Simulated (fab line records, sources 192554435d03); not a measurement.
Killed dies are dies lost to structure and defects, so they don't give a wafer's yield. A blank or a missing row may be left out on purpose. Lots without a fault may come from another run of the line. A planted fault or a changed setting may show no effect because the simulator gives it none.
Split-lot experiment | flow n5_finfet | 7 lots, 21 wafers read, on a route of 1938 steps

THE SPLIT
At N5_BEOL_M6_TRENCH_ETCH_37 (etches SiCOH lowk in C4F6/O2, target depth 94.435 nm, time 31.5 s), the setting time_s was moved away from the recipe's 31.5 s on 5 of the 21 wafers read, by -15.2% to +22.0%. The other wafers ran this setting at the recipe's value.

FROM THE SPLIT TO THE READING: what the file shows between them, 12 steps
- N5_BEOL_M6_ETCH_41: etches SiCN in CH3F/O2, target depth 29.7 nm, time 52 s
- N5_BEOL_M6_STRIP_80: strips in N2/H2, time 10 s
- N5_BEOL_M6_OCD_MEAS_38
- N5_BEOL_M6_ALD_77: deposits TaN, target thk 2 nm, pulse time 2 s, purge time 3 s (also split here: ald_cycles)
- N5_BEOL_M6_SURFACE_TREAT_79
- N5_BEOL_M6_CVD_78: deposits Co from CCTBA/H2, target thk 2 nm, time 142.3 s
- N5_BEOL_M6_ECD_50: material Cu, target thk 300 nm
- N5_BEOL_M6_ANNEAL_51: time 90 s
- N5_BEOL_M6_CMP_52: polishes, stops on SiCOH lowk, t overpolish 6.9 s, target thk 80 nm
- N5_BEOL_M6_THK_MEAS_53: measures by xrf
- N5_BEOL_M6_PRE_CLEAN_55: time 15 s
- N5_BEOL_M6_DEP_56: deposits SiCN from 3MS/NH3, target thk 10 nm, time 17.5 s

THE READING
M6_RS, in ohm/sq, at N5_BEOL_M6_RS_MEAS_57 (measures by four-point-probe). Fault-free wafers of this fab line usually give 0.287 ohm/sq, standard deviation 0.007 ohm/sq.

wafer  | tool, chamber at the split | time_s as run, s | against the recipe | M6_RS, ohm/sq | against lot-mates on the recipe
L074.2 | rie_diel-01, 1             | 31.5             | recipe             | 0.292         | -
L074.5 | rie_diel-01, 2             | 31.5             | recipe             | 0.294         | -
L074.6 | rie_diel-01, 1             | 31.5             | recipe             | 0.289         | -
L076.2 | rie_diel-02, 0             | 31.5             | recipe             | 0.295         | -
L076.3 | rie_diel-02, 3             | 31.5             | recipe             | 0.281         | -
L076.5 | rie_diel-02, 2             | 31.5             | recipe             | 0.286         | -
L082.1 | rie_diel-04, 1             | 31.5             | recipe             | 0.297         | -
L082.3 | rie_diel-04, 0             | 34.03            | +8.0%              | 0.255         | -0.042
L082.6 | rie_diel-04, 1             | 31.5             | recipe             | 0.297         | -
L083.1 | rie_diel-02, 3             | 31.5             | recipe             | 0.288         | -
L083.2 | rie_diel-02, 1             | 31.5             | recipe             | 0.284         | -
L083.6 | rie_diel-02, 3             | 31.5             | recipe             | 0.285         | -
L084.1 | rie_diel-04, 1             | 31.5             | recipe             | 0.287         | -
L084.5 | rie_diel-04, 0             | 31.5             | recipe             | 0.274         | -
L084.6 | rie_diel-04, 1             | 31.5             | recipe             | 0.290         | -
L085.2 | rie_diel-02, 1             | 38.42            | +22.0%             | 0.209         | -0.075
L085.3 | rie_diel-02, 0             | 31.5             | recipe             | 0.284         | -
L085.6 | rie_diel-02, 0             | 38.42            | +22.0%             | 0.218         | -0.066
L086.1 | rie_diel-01, 0             | 31.5             | recipe             | 0.289         | -
L086.2 | rie_diel-01, 2             | 26.72            | -15.2%             | 0.366         | +0.077
L086.3 | rie_diel-01, 3             | 26.72            | -15.2%             | 0.371         | +0.082

THE FIT
A straight line over all 21 wafers: M6_RS changes by -0.00406 ohm/sq for each +1% of time_s; r = -0.97; the points scatter about the line by 0.0089 ohm/sq.
The same after taking each lot's own level away (the mean of its wafers on the recipe; 21 wafers): -0.00397 ohm/sq for each +1%; r = -0.97; scatter 0.009 ohm/sq.
On that fit, the largest move of time_s shifts the reading by 0.087 ohm/sq.
The lots' own levels span 0.2837 to 0.2970 ohm/sq, that is 1.9 times the standard deviation above.
So the lot-to-lot level changes the slope little: the two slopes agree.
Check: with one of the wafers moved furthest among these (+22.0%) left out of the fit, the line predicts -0.0891 ohm/sq for it against its lot-mates. It came out at -0.075 ohm/sq against them.

OTHER SPLITS ON THESE WAFERS
These wafers also went through other splits before the reading. Each is held against what the fit with the lots' levels taken away leaves over:
other split on the same wafers | wafers away from the commonest value | r with M6_RS (lot level and that fit taken away)
N5_BEOL_M6_ALD_77 ald_cycles   | 11                                   | -0.49

THE WHOLE CHAIN: every reading that the file lists as answering this split, in the file's order
step                      | what it does                                                        | reading                                                                      | change (the file's fit)               | r (the file's)
N5_BEOL_M6_TRENCH_ETCH_37 | etches SiCOH lowk in C4F6/O2, target depth 94.435 nm, time 31.5 s   | etch.depth_nm (the simulator's own value, which no gauge read)               | +0.982 nm for each +1% of the setting | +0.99
N5_BEOL_M6_TRENCH_ETCH_37 | etches SiCOH lowk in C4F6/O2, target depth 94.435 nm, time 31.5 s   | BEOL_M6.feature_depth_nm (the simulator's own value, which no gauge read)    | +0.982 nm for each +1% of the setting | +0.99
N5_BEOL_M6_OCD_MEAS_38    |                                                                     | trench_depth_nm                                                              | +1.01 nm for each +1% of the setting  | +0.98
N5_BEOL_M6_CMP_52         | polishes, stops on SiCOH lowk, t overpolish 6.9 s, target thk 80 nm | Cu_of_BEOL_M6_ECD_50.thk_nm (the simulator's own value, which no gauge read) | +1.04 nm for each +1% of the setting  | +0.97
N5_BEOL_M6_THK_MEAS_53    | measures by xrf                                                     | M6_THK                                                                       | +1.05 for each +1% of the setting     | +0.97
N5_BEOL_M6_RS_MEAS_57     | measures by four-point-probe                                        | M6_RS                                                                        | -0.004 for each +1% of the setting    | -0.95

THE FILE'S OWN FIT
M6_RS changes by -0.004 ohm/sq for each +1% of time_s, r = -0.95.
